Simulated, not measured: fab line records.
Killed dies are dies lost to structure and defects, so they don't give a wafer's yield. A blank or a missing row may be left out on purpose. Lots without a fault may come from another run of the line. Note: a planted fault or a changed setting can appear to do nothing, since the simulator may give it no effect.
fab line records | flow nand_harc
record lots=5 | wafers=15 | last_day=34
route steps=1302 shown A_WL_FILL@970 A_CONTACT@983
lots that met no fault: from a run of the same line without faults
start_h: hours from the record's first day to the start of the lot's first wafer shown | wait_h: hours elapsed since this lot's preceding step | " identical to the entry in the row above | L1.1+2: several wafers, shown together as one row | - value missing, or start not given | * or withheld: withheld | < > ~ a bound
route shown NAME@n: a module of which the file shows steps, and the number in the route of the first | usual: mean/standard deviation of fault-free wafers | same: alike in all rows | chamber/n: place in a boat | sites: each site's reading | _std_site: their standard deviation | _edge_site: outer sites' mean less inner sites' | radius_mm: for every site, how far away it sits from the centre of the wafer | mask NAME#n: copy n | behind: the most recent tool/chamber to have shaped the wafer | hold: why the lot was held/for how many hours/how that ended | device: transistor that didn't switch, given as n, p or np | end of line: the same wafers' tests at the end of the route | a step with no rows: only its recipe | killed: dies that structure and defects cost at the first sort, which is not the same as the wafer's yield | map: dies across one wafer; x = killed, . = not, _ = none there
set.NAME: the setting that was run; set.NAME@STEP: the one run at that earlier step | model.NAME: the simulator's own value behind a step, which no gauge read
a table for each step, a row for each wafer; lots at some steps of the route
services: from which hour (start_h, from the record's first day; less than 0 if before it) a tool's chamber was out of use, for how many hours, and why
## steps
# step NHARC_A_WL_FILL_SRD_21
lot.wafer  | tool         | chamber | start_h | wait_h
L082.4+5+1 | wet_bench-01 | 0,4,5   | -       | -
L083.5+2+3 | wet_bench-01 | 4,5,1   | 564.17  | 0.0
L087.4+1+2 | wet_bench-09 | 5,6,7   | 608.44  | 0.0
L090.6+4+3 | wet_bench-04 | 3,4,5   | -       | -
L097.1+2+4 | wet_bench-01 | 1,2,3   | 720.92  | 0.0
# step NHARC_A_WL_FILL_CVD_23
# recipe target_thk_a=400 | temp_c=620 | pressure_mtorr=200 | time_s=800 | material=poly-Si
lot.wafer  | tool          | chamber | start_h | wait_h
L082.1+4+5 | lpcvd_poly-02 | 0       | 557.44  | 2.4
L083.2+3+5 | lpcvd_poly-02 | 0       | 566.62  | 2.4
L087.1+2+4 | lpcvd_poly-02 | 0       | 610.90  | 2.5
L090.3+4+6 | lpcvd_poly-01 | 0       | 644.66  | 2.4
L097.1+2+4 | lpcvd_poly-01 | 0       | 723.35  | 2.4
# step NHARC_A_WL_FILL_ETCHBACK_26
# recipe target_depth_a=520 | time_s=13.3 | hbr_flow_sccm=150 | rf_w=350 | icp_w=350 | bias_w=60 | chemistry=HBr
# usual drypump_motor_current_A=5.6/0.36 | oes_product_au=0.999/0.0094 | throttle_valve_pct=23.267/0.0087
lot.wafer | tool      | chamber | start_h | wait_h | drypump_motor_current_A | oes_product_au | rf_hours_counter_h | throttle_valve_pct
L082.4    | rie_si-02 | 2       | 559.99  | 0.4    | 5.4                     | 1.004          | 0.70               | 23.270
L082.1    | "         | 0       | "       | "      | 5.4                     | 0.998          | 0.63               | 23.243
L082.5    | "         | 2       | "       | "      | 5.4                     | 1.009          | -                  | 23.265
L083.2    | rie_si-01 | 1       | 569.16  | 0.4    | 5.7                     | 1.008          | 0.06               | 23.254
L083.3    | "         | 2       | "       | "      | 5.7                     | 1.004          | 0.08               | 23.252
L083.5    | "         | 2       | "       | "      | 5.7                     | 1.012          | -                  | 23.270
L087.1    | rie_si-06 | 1       | 613.47  | 0.4    | 5.6                     | 0.987          | 0                  | 23.268
L087.2    | "         | 2       | "       | "      | 5.1                     | 0.995          | 0                  | 23.280
L087.4    | "         | 3       | "       | "      | 5.9                     | 0.970          | 0                  | 23.261
L090.3    | rie_si-01 | 3       | 647.29  | 0.4    | 6.2                     | 1.005          | 0.43               | 23.263
L090.4    | "         | 0       | "       | "      | 5.2                     | 1.017          | 0.50               | 23.272
L090.6    | "         | 1       | "       | "      | 5.7                     | 1.010          | -                  | 23.264
L097.4    | rie_si-02 | 1       | 725.92  | 0.4    | 5.4                     | 0.997          | 0.52               | 23.258
L097.2    | "         | 2       | "       | "      | 5.3                     | 0.998          | 0.67               | 23.260
L097.1    | "         | 3       | "       | "      | 6.3                     | 1.002          | 0.59               | 23.253
# step NHARC_A_WL_FILL_PRECLEAN_30
# recipe time_s=10 | chemistry=dHF
lot.wafer  | tool         | chamber | start_h | wait_h
L082.5+4+1 | wet_bench-01 | 7,0,3   | 560.14  | 0.1
L083.3+2+5 | wet_bench-09 | 5,7,0   | 569.31  | 0.1
L087.1+2+4 | wet_bench-09 | 6,1,2   | 613.60  | 0.1
L090.6+4+3 | wet_bench-04 | 7,0,1   | 647.41  | 0.1
L097.1+2+4 | wet_bench-01 | 5,7,0   | 726.07  | 0.1
# step NHARC_A_WL_FILL_SRD_14
lot.wafer  | tool         | chamber | start_h | wait_h
L082.5+4+1 | wet_bench-01 | 7,0,3   | 560.16  | 0.0
L083.3+2+5 | wet_bench-09 | 5,7,0   | 569.33  | 0.0
L087.1+2+4 | wet_bench-09 | 6,1,2   | 613.62  | 0.0
L090.6+4+3 | wet_bench-04 | 7,0,1   | 647.43  | 0.0
L097.1+2+4 | wet_bench-01 | 5,7,0   | 726.09  | 0.0
# step NHARC_A_WL_FILL_ALD_19
# recipe target_thk_a=20 | pulse_time_s=3 | ald_cycles=100 | temp_c=450 | material=TiN
# usual heater_power_w=1067/120 | precursor_pulse_height_rel=0.998/0.021
lot.wafer | tool         | chamber | start_h | wait_h | heater_power_w | precursor_pulse_height_rel
L082.1    | ald_metal-03 | 0       | 560.32  | 0.2    | 1156           | 0.994
L082.5    | "            | 1       | "       | "      | 1171           | 1.016
L082.4    | "            | 0       | "       | "      | 1157           | 1.008
L083.3    | ald_metal-02 | 2       | 569.43  | 0.1    | 1062           | 0.995
L083.2    | "            | 0       | "       | "      | 1082           | 0.959
L083.5    | "            | 3       | "       | "      | 828            | 1.006
L087.2    | ald_metal-04 | 1       | 613.72  | 0.1    | 1035           | 1.000
L087.4    | "            | 3       | "       | "      | 1156           | 0.983
L087.1    | "            | 0       | "       | "      | 1112           | 1.056
L090.3    | ald_metal-04 | 2       | 647.56  | 0.1    | 1033           | 0.989
L090.6    | "            | 2       | "       | "      | 1043           | 0.974
L090.4    | "            | 0       | "       | "      | 1084           | 1.039
L097.4    | ald_metal-02 | 3       | 726.19  | 0.1    | 835            | 1.008
L097.2    | "            | 0       | "       | "      | 1118           | 1.003
L097.1    | "            | 2       | "       | "      | 1079           | 1.034
# step NHARC_A_WL_FILL_CVD_20
# recipe target_thk_a=1000 | temp_c=400 | pressure_torr=40 | wf6_flow_sccm=40 | h2_flow_sccm=1600 | ar_flow_sccm=1560 | time_s=74 | material=W
# usual heater_power_w=863/51 | throttle_valve_pct=8.0/0.35
lot.wafer | tool     | chamber | start_h | wait_h | heater_power_w | throttle_valve_pct
L082.1    | cvd_w-01 | 0       | -       | -      | 811            | 8.4
L082.4    | "        | 0       | "       | "      | 806            | 8.3
L082.5    | "        | 1       | "       | "      | 914            | 7.5
L083.2    | cvd_w-01 | 0       | -       | -      | 808            | 8.4
L083.3    | "        | 1       | "       | "      | 924            | 7.7
L083.5    | "        | 1       | "       | "      | 919            | 8.0
L087.1    | cvd_w-01 | 0       | -       | -      | 811            | 8.3
L087.2    | "        | 1       | "       | "      | 915            | 7.7
L087.4    | "        | 0       | "       | "      | 784            | 8.4
L090.4    | cvd_w-01 | 1       | -       | -      | 944            | 8.0
L090.3    | "        | 0       | "       | "      | 800            | 8.5
L090.6    | "        | 0       | "       | "      | 805            | 8.5
L097.2    | cvd_w-02 | 0       | -       | -      | 864            | 8.0
L097.1    | "        | 1       | "       | "      | 888            | 7.6
L097.4    | "        | 1       | "       | "      | 898            | 7.6
# step NHARC_A_WL_FILL_CMP_12
# recipe t_overpolish_s=30 | target_thk_nm=100
# usual motor_current_A=11.8/0.98 | overpolish_run_s=29.999/0.0081 | time_to_endpoint_s=19.4/2.5
lot.wafer | tool   | chamber | start_h | wait_h | motor_current_A | overpolish_run_s | time_to_endpoint_s
L082.1    | cmp-01 | 1       | 560.71  | 0.2    | 13.0            | 29.998           | 16.0
L082.4    | "      | 2       | "       | "      | 10.4            | 30.003           | 16.8
L082.5    | "      | 0       | "       | "      | 12.3            | 29.985           | 18.2
L083.3    | cmp-04 | 3       | 569.84  | 0.1    | 12.0            | 29.988           | 17.1
L083.2    | "      | 1       | "       | "      | 12.3            | 29.993           | 20.6
L083.5    | "      | 2       | "       | "      | 13.2            | 30.010           | 18.3
L087.2    | cmp-03 | 1       | 614.13  | 0.2    | 10.9            | 30.006           | 21.1
L087.1    | "      | 2       | "       | "      | 11.7            | 29.985           | 20.6
L087.4    | "      | 3       | "       | "      | 11.0            | 30.005           | 19.7
L090.4    | cmp-03 | 1       | 647.95  | 0.1    | 11.4            | 30.001           | 24.5
L090.3    | "      | 0       | "       | "      | 11.0            | 30.014           | 19.8
L090.6    | "      | 2       | "       | "      | 11.6            | 29.995           | 22.3
L097.4    | cmp-01 | 1       | 726.59  | 0.1    | 12.9            | 30.006           | 18.1
L097.1    | "      | 2       | "       | "      | 9.9             | 29.995           | 18.8
L097.2    | "      | 3       | "       | "      | 11.6            | 29.993           | 16.8
# step NHARC_A_WL_FILL_SRD_31
lot.wafer  | tool         | chamber | start_h | wait_h
L082.5+1+4 | wet_bench-04 | 2,3,5   | 561.02  | 0.0
L083.3+5+2 | wet_bench-01 | 4,5,6   | 570.15  | 0.1
L087.1+4+2 | wet_bench-01 | 3,4,6   | 614.43  | 0.0
L090.4+6+3 | wet_bench-09 | 0,1,2   | 648.28  | 0.0
L097.4+2+1 | wet_bench-01 | 5,6,0   | 726.90  | 0.0
# step NHARC_A_WL_FILL_INSPECT_15
# usual raw_defect_count=489/110
lot.wafer | tool              | chamber | start_h | wait_h | raw_defect_count
L082.1    | defect_inspect-02 | -       | 561.15  | 0.0    | 437
L082.4    | "                 | -       | "       | "      | 494
L082.5    | "                 | -       | "       | "      | 435
L083.2    | defect_inspect-01 | -       | 570.28  | 0.0    | 461
L083.3    | "                 | -       | "       | "      | 498
L083.5    | "                 | -       | "       | "      | 453
L087.1    | defect_inspect-02 | -       | 614.57  | 0.0    | 814
L087.2    | "                 | -       | "       | "      | 615
L087.4    | "                 | -       | "       | "      | 530
L090.3    | defect_inspect-01 | -       | 648.44  | 0.0    | 314
L090.4    | "                 | -       | "       | "      | 360
L090.6    | "                 | -       | "       | "      | 283
L097.1    | defect_inspect-02 | -       | 727.03  | 0.0    | 354
L097.2    | "                 | -       | "       | "      | 430
L097.4    | "                 | -       | "       | "      | 365
# step NHARC_A_CONTACT_DEP_24
# recipe target_thk_a=5000 | temp_c=400 | pressure_torr=6.5 | rf_w=900 | teos_flow_sccm=161.4 | flow_sccm=2650 | target_thk_nm=500 | gas=O2 | material=SiO2
# usual heater_power_w=507/100 | throttle_valve_pct=15.8/0.59
lot.wafer | tool     | chamber | start_h | wait_h | heater_power_w | throttle_valve_pct
L082.1    | pecvd-02 | 1       | 561.22  | 0.1    | 706            | 15.8
L082.4    | "        | 1       | "       | "      | 721            | 15.9
L082.5    | "        | 0       | "       | "      | 469            | 15.5
L083.2    | pecvd-04 | 0       | 570.35  | 0.1    | 585            | 15.6
L083.3    | "        | 2       | "       | "      | 315            | 16.3
L083.5    | "        | 2       | "       | "      | 348            | 16.6
L087.2    | pecvd-02 | 0       | 614.64  | 0.1    | 431            | 15.0
L087.1    | "        | 1       | "       | "      | 704            | 15.6
L087.4    | "        | 2       | "       | "      | 440            | 15.1
L090.3    | pecvd-02 | 0       | 648.57  | 0.1    | 562            | 15.1
L090.4    | "        | 0       | "       | "      | 424            | 15.2
L090.6    | "        | 1       | "       | "      | 705            | 16.0
L097.1    | pecvd-01 | 1       | 727.16  | 0.1    | 540            | 15.9
L097.2    | "        | 2       | "       | "      | 440            | 16.5
L097.4    | "        | 2       | "       | "      | 482            | 16.4
# step NHARC_A_CONTACT_DEP_28
# recipe target_thk_a=70000 | temp_c=400 | material=aC
# usual throttle_valve_pct=35.000/0.0088
lot.wafer | tool       | chamber | start_h | wait_h | throttle_valve_pct
L082.1    | acl_dep-03 | 0       | 561.82  | 0.1    | 34.990
L082.4    | "          | 0       | 563.91  | 2.1    | 34.980
L082.5    | "          | 0       | "       | "      | 34.993
L083.2    | acl_dep-03 | 0       | 571.67  | 0.8    | 35.006
L083.3    | "          | 0       | "       | "      | 34.982
L083.5    | "          | 0       | 573.82  | 2.9    | 34.996
L087.1    | acl_dep-01 | 0       | 621.25  | 6.1    | 34.999
L087.2    | "          | 0       | "       | "      | 35.018
L087.4    | "          | 0       | 623.36  | 8.2    | 35.008
L090.3    | acl_dep-02 | 0       | 650.55  | 1.5    | 35.011
L090.4    | "          | 0       | "       | "      | 34.997
L090.6    | "          | 0       | 652.72  | 3.7    | 34.986
L097.1    | acl_dep-01 | 0       | 730.75  | 3.1    | 35.001
L097.2    | "          | 0       | "       | "      | 34.998
L097.4    | "          | 0       | 732.89  | 5.2    | 34.998
# step NHARC_A_CONTACT_DEP_29
# recipe target_thk_a=1000 | target_thk_nm=100 | temp_c=400 | pressure_torr=3.5 | flow_sccm=200 | rf_w=350 | material=SiON
# usual heater_power_w=720/110
lot.wafer | tool     | chamber | start_h | wait_h | heater_power_w
L082.1    | pecvd-02 | 1       | 566.09  | 3.6    | 836
L082.4    | "        | 0       | "       | "      | 681
L082.5    | "        | 1       | "       | "      | 860
L083.2    | pecvd-04 | 0       | 575.27  | 2.9    | 754
L083.3    | "        | 1       | "       | "      | 741
L083.5    | "        | 2       | "       | "      | 556
L087.2    | pecvd-04 | 0       | 625.49  | 2.8    | 793
L087.1    | "        | 1       | "       | "      | 704
L087.4    | "        | 1       | "       | "      | 746
L090.3    | pecvd-01 | 0       | 653.46  | 2.2    | 753
L090.4    | "        | 0       | "       | "      | 779
L090.6    | "        | 2       | "       | "      | 723
L097.2    | pecvd-01 | 1       | 735.07  | 2.9    | 788
L097.1    | "        | 0       | "       | "      | 797
L097.4    | "        | 0       | "       | "      | 790
# step NHARC_A_CONTACT_DEHYDRATE_32
# recipe temp_c=150 | time_s=120
# usual heater_power_total_W=182.8/1.2 | plate_temp_C=149.98/0.16
lot.wafer | tool           | chamber | start_h | wait_h | heater_power_total_W | plate_temp_C
L082.1    | litho_track-06 | 0       | 566.30  | 0.2    | 180.7                | 150.27
L082.4    | "              | 0       | "       | "      | 183.7                | 150.17
L082.5    | "              | 0       | "       | "      | 181.4                | 150.22
L083.2    | litho_track-06 | 0       | 575.55  | 0.2    | 183.6                | 150.14
L083.3    | "              | 0       | "       | "      | 183.2                | 150.08
L083.5    | "              | 0       | "       | "      | 182.5                | 149.79
L087.1    | litho_track-06 | 0       | 625.79  | 0.2    | 183.7                | 150.05
L087.2    | "              | 0       | "       | "      | 184.4                | 149.83
L087.4    | "              | 0       | "       | "      | 184.2                | 150.05
L090.3    | litho_track-01 | 0       | 653.73  | 0.2    | 181.3                | 149.80
L090.4    | "              | 0       | "       | "      | 182.3                | 150.05
L090.6    | "              | 0       | "       | "      | 183.6                | 150.06
L097.1    | litho_track-06 | 0       | 735.34  | 0.2    | 183.3                | 150.06
L097.2    | "              | 0       | "       | "      | 182.1                | 150.09
L097.4    | "              | 0       | "       | "      | 182.8                | 149.97
# step NHARC_A_CONTACT_HMDS_33
# recipe time_s=30
lot.wafer  | tool           | chamber | start_h | wait_h
L082.1+4+5 | litho_track-06 | 0       | -       | -
L083.2+3+5 | litho_track-06 | 0       | -       | -
L087.1+2+4 | litho_track-06 | 0       | -       | -
L090.3+4+6 | litho_track-01 | 0       | -       | -
L097.1+2+4 | litho_track-06 | 0       | -       | -
# step NHARC_A_CONTACT_COAT_34
# recipe temp_c=260 | time_s=75
# usual heater_power_total_W=486.8/1.6 | plate_temp_C=259.98/0.18
lot.wafer | tool           | chamber | start_h | wait_h | heater_power_total_W | plate_temp_C
L082.1    | litho_track-06 | 0       | -       | -      | 485.1                | 259.94
L082.4    | "              | 0       | "       | "      | 484.7                | 259.84
L082.5    | "              | 0       | "       | "      | 487.7                | 259.81
L083.2    | litho_track-06 | 0       | -       | -      | 484.8                | 260.01
L083.3    | "              | 0       | "       | "      | 485.7                | 260.18
L083.5    | "              | 0       | "       | "      | 486.7                | 259.98
L087.1    | litho_track-06 | 0       | -       | -      | 484.9                | 259.70
L087.2    | "              | 0       | "       | "      | 488.0                | 259.85
L087.4    | "              | 0       | "       | "      | 489.6                | 259.73
L090.3    | litho_track-01 | 0       | -       | -      | 488.0                | 259.83
L090.4    | "              | 0       | "       | "      | 485.9                | 260.08
L090.6    | "              | 0       | "       | "      | 484.7                | 260.10
L097.1    | litho_track-06 | 0       | -       | -      | 486.7                | 260.12
L097.2    | "              | 0       | "       | "      | 484.9                | 259.97
L097.4    | "              | 0       | "       | "      | 488.8                | 259.81
# step NHARC_A_CONTACT_COAT_35
# recipe temp_c=225 | time_s=65
# usual heater_power_total_W=446.9/2 | plate_temp_C=225.00/0.18
lot.wafer | tool           | chamber | start_h | wait_h | heater_power_total_W | plate_temp_C
L082.1    | litho_track-06 | 0       | -       | -      | 443.9                | 225.06
L082.4    | "              | 0       | "       | "      | 448.6                | 225.05
L082.5    | "              | 0       | "       | "      | 449.0                | 224.76
L083.2    | litho_track-06 | 0       | -       | -      | 444.5                | 224.77
L083.3    | "              | 0       | "       | "      | 444.9                | 224.76
L083.5    | "              | 0       | "       | "      | 444.1                | 225.12
L087.1    | litho_track-06 | 0       | -       | -      | 449.7                | 225.15
L087.2    | "              | 0       | "       | "      | 449.4                | 225.03
L087.4    | "              | 0       | "       | "      | 447.4                | 225.04
L090.3    | litho_track-01 | 0       | -       | -      | 444.8                | 225.11
L090.4    | "              | 0       | "       | "      | 444.0                | 225.21
L090.6    | "              | 0       | "       | "      | 444.6                | 224.98
L097.1    | litho_track-06 | 0       | -       | -      | 444.7                | 224.93
L097.2    | "              | 0       | "       | "      | 449.5                | 224.90
L097.4    | "              | 0       | "       | "      | 447.7                | 224.98
# step NHARC_A_CONTACT_COAT_36
# recipe spin_rpm=1500 | resist_thk_nm=90
# usual spin_speed_rpm=1499.9/0.92
lot.wafer | tool           | chamber | start_h | wait_h | spin_speed_rpm
L082.1    | litho_track-06 | 0       | -       | -      | 1501.6
L082.4    | "              | 0       | "       | "      | 1500.8
L082.5    | "              | 0       | "       | "      | 1500.7
L083.2    | litho_track-06 | 0       | -       | -      | 1500.4
L083.3    | "              | 0       | "       | "      | 1500.8
L083.5    | "              | 0       | "       | "      | 1500.4
L087.1    | litho_track-06 | 0       | -       | -      | 1499.5
L087.2    | "              | 0       | "       | "      | 1499.4
L087.4    | "              | 0       | "       | "      | 1499.8
L090.3    | litho_track-01 | 0       | -       | -      | 1499.8
L090.4    | "              | 0       | "       | "      | 1499.6
L090.6    | "              | 0       | "       | "      | 1499.7
L097.1    | litho_track-06 | 0       | -       | -      | 1500.7
L097.2    | "              | 0       | "       | "      | 1499.0
L097.4    | "              | 0       | "       | "      | 1499.5
# step NHARC_A_CONTACT_SOFTBAKE_37
# recipe temp_c=105 | time_s=55
# usual heater_power_total_W=188.45/0.13 | plate_temp_C=105.04/0.14
lot.wafer | tool           | chamber | start_h | wait_h | heater_power_total_W | plate_temp_C
L082.1    | litho_track-06 | 0       | -       | -      | 188.31               | 105.15
L082.4    | "              | 0       | "       | "      | 188.32               | 105.36
L082.5    | "              | 0       | "       | "      | 188.39               | 105.05
L083.2    | litho_track-06 | 0       | -       | -      | 188.29               | 105.05
L083.3    | "              | 0       | "       | "      | 188.49               | 105.12
L083.5    | "              | 0       | "       | "      | 188.36               | 104.91
L087.1    | litho_track-06 | 0       | -       | -      | 188.37               | 105.04
L087.2    | "              | 0       | "       | "      | 188.60               | 104.86
L087.4    | "              | 0       | "       | "      | 188.37               | 105.04
L090.3    | litho_track-01 | 0       | -       | -      | 188.62               | 105.08
L090.4    | "              | 0       | "       | "      | 188.45               | 104.96
L090.6    | "              | 0       | "       | "      | 188.29               | 104.86
L097.1    | litho_track-06 | 0       | -       | -      | 188.51               | 105.14
L097.2    | "              | 0       | "       | "      | 188.50               | 105.09
L097.4    | "              | 0       | "       | "      | 188.29               | 105.13
# step NHARC_A_CONTACT_EBR_38
lot.wafer  | tool           | chamber | start_h | wait_h
L082.1+4+5 | litho_track-06 | 0       | -       | -
L083.2+3+5 | litho_track-06 | 0       | -       | -
L087.1+2+4 | litho_track-06 | 0       | -       | -
L090.3+4+6 | litho_track-01 | 0       | -       | -
L097.1+2+4 | litho_track-06 | 0       | -       | -
# step NHARC_A_CONTACT_EXPOSE_39
# recipe na=1.35 | sigma_outer=0.8 | dose_mj=58.79 | mask_id=A_CC_3
# same na=1.35 | sigma_outer=0.8
lot.wafer  | tool            | chamber | start_h | wait_h | mask
L082.1+4+5 | arfi_scanner-03 | 0       | 566.61  | -      | A_CC_3#0
L083.2+3+5 | arfi_scanner-02 | 0       | 575.86  | -      | A_CC_3#0
L087.1+2+4 | arfi_scanner-02 | 0       | 625.98  | -      | A_CC_3#0
L090.3+4+6 | arfi_scanner-03 | 0       | 654.05  | -      | A_CC_3#0
L097.1+2+4 | arfi_scanner-02 | 0       | 735.65  | -      | A_CC_3#0
# step NHARC_A_CONTACT_PEB_40
# recipe peb_temp_c=100 | peb_time_s=65
# usual heater_power_total_W=156.6/0.46 | plate_temp_C=100.02/0.11
# same peb_time_s=65
lot.wafer | tool           | chamber | start_h | wait_h | heater_power_total_W | plate_temp_C
L082.1    | litho_track-06 | 0       | 566.67  | 0.1    | 156.6                | 100.00
L082.4    | "              | 0       | "       | "      | 156.8                | 100.28
L082.5    | "              | 0       | "       | "      | 157.2                | 100.01
L083.2    | litho_track-04 | 0       | 575.92  | 0.1    | 156.1                | 100.09
L083.3    | "              | 0       | "       | "      | 157.1                | 100.15
L083.5    | "              | 0       | "       | "      | 156.6                | 100.01
L087.1    | litho_track-04 | 0       | 626.04  | 0.1    | 157.2                | 100.14
L087.2    | "              | 0       | "       | "      | 157.2                | 100.36
L087.4    | "              | 0       | "       | "      | 156.5                | 100.07
L090.3    | litho_track-04 | 0       | 654.11  | 0.0    | 156.9                | 100.14
L090.4    | "              | 0       | "       | "      | 155.9                | 100.24
L090.6    | "              | 0       | "       | "      | 157.1                | 100.10
L097.1    | litho_track-06 | 0       | 735.71  | 0.1    | 156.0                | 99.98
L097.2    | "              | 0       | "       | "      | 157.2                | 99.65
L097.4    | "              | 0       | "       | "      | 157.1                | 100.04
# step NHARC_A_CONTACT_DEVELOP_41
# recipe develop_time_s=35 | dev_temp_c=23
lot.wafer  | tool           | chamber | start_h | wait_h
L082.1+4+5 | litho_track-06 | 0       | -       | -
L083.2+3+5 | litho_track-04 | 0       | -       | -
L087.1+2+4 | litho_track-04 | 0       | -       | -
L090.3+4+6 | litho_track-04 | 0       | -       | -
L097.1+2+4 | litho_track-06 | 0       | -       | -
# step NHARC_A_CONTACT_CD_MEAS_42
# recipe target_cd_nm=300 | landing_energy_ev=500
# usual cd_nm=300.2/0.44
# same landing_energy_ev=500
lot.wafer | tool      | chamber | start_h | wait_h | cd_nm
L082.1    | cd_sem-01 | 0       | 566.75  | -      | 300.3
L082.4    | "         | 0       | "       | "      | 299.3
L082.5    | "         | 0       | "       | "      | 299.2
L083.2    | cd_sem-03 | 0       | 576.00  | -      | 300.5
L083.3    | "         | 0       | "       | "      | 300.1
L083.5    | "         | 0       | "       | "      | 300.5
L087.1    | cd_sem-03 | 0       | 626.12  | -      | 300.9
L087.2    | "         | 0       | "       | "      | 300.3
L087.4    | "         | 0       | "       | "      | 300.9
L090.3    | cd_sem-01 | 0       | 654.19  | -      | 300.2
L090.4    | "         | 0       | "       | "      | 299.8
L090.6    | "         | 0       | "       | "      | 300.1
L097.1    | cd_sem-02 | 0       | 735.79  | -      | 300.4
L097.2    | "         | 0       | "       | "      | 300.6
L097.4    | "         | 0       | "       | "      | 300.5
## services
tool            | chamber | start_h | hours | kind
cmp-01          | -       | 533.89  | 2.3   | repair
arfi_scanner-03 | -       | 540.00  | 4.0   | pm
pecvd-02        | -       | 542.52  | 1.7   | repair
cvd_w-01        | -       | 547.00  | 13.0  | pm
rie_si-01       | -       | 547.00  | 9.0   | pm
litho_track-04  | -       | 553.00  | 7.0   | pm
pecvd-04        | 1       | 555.54  | 3.5   | repair
wet_bench-04    | -       | 579.20  | 8.0   | pm
cvd_w-01        | -       | 581.14  | 2.6   | repair
pecvd-02        | -       | 589.10  | 13.0  | pm
wet_bench-09    | -       | 593.58  | 3.1   | repair
cvd_w-01        | -       | 623.07  | 0.4   | repair
wet_bench-01    | -       | 629.60  | 8.0   | pm
pecvd-04        | -       | 631.10  | 13.0  | pm
wet_bench-01    | -       | 648.36  | 3.0   | repair
arfi_scanner-02 | -       | 656.00  | 4.0   | pm
pecvd-01        | -       | 673.50  | 13.0  | pm
litho_track-01  | -       | 680.00  | 7.0   | pm
pecvd-04        | -       | 684.28  | 0.5   | repair
litho_track-06  | -       | 704.00  | 7.0   | pm
wet_bench-09    | -       | 704.80  | 8.0   | pm
lpcvd_poly-02   | -       | 722.23  | 4.2   | repair
cvd_w-01        | -       | 728.00  | 13.0  | pm
litho_track-04  | -       | 728.00  | 7.0   | pm
## key
fault none
